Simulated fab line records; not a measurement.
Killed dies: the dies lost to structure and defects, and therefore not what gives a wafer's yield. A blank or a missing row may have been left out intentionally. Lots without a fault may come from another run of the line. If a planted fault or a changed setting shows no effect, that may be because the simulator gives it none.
Matching of chambers	flow nand-harc	NHARC_P_BONDPAD_CMP_32 on cmp-04: 4 sister chambers
The step polishes SiCN, target thk 200 nm. 8 wafers are shown with their chamber, then 8 later ones without.

## WAFERS PAIRED WITH THEIR CHAMBERS
wafer	chamber	motor-current-A (A)
L076.2	1	9.6
L077.5	2	11.4
L084.5	3	12.6
L084.6	2	11.1
L088.3	0	11.4
L088.5	0	11.8
L088.6	3	13.0
L089.2	1	10.0

## WAFERS MISSING THEIR CHAMBER
wafer	motor-current-A (A)
L089.3	10.8
L089.5	11.2
L092.1	10.5
L092.2	10.0
L092.4	12.8
L097.1	11.2
L097.2	10.8
L097.3	12.6

## WHICH CHAMBER EACH WENT THROUGH
wafer	from the rows above	in truth
L089.3	can't be placed: 2 or 0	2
L089.5	can't be placed: 2 or 0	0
L092.1	can't be placed: 1 or 2 or 0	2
L092.2	1	1
L092.4	3	3
L097.1	can't be placed: 2 or 0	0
L097.2	can't be placed: 2 or 0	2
L097.3	3	3
Correct placement for 3 of the 8. Unplaceable from these rows: 5, with the true chamber sitting among the candidates in 5. Number placed wrongly: 0.
How it was worked out, from the rows above alone: a wafer's distance from a chamber is the root of the sum, over the readings, of the square of ((its reading less the chamber's mean) divided by the reading's scatter). If the next closest chamber is less than 2 further off than the closest, the wafer can't be placed; otherwise it belongs to the closest. A chamber's mean is the mean of its shown wafers. The scatter: take each reading less its chamber's mean, square it, sum over the shown wafers, divide by the number of wafers less the number of chambers, and take the root.
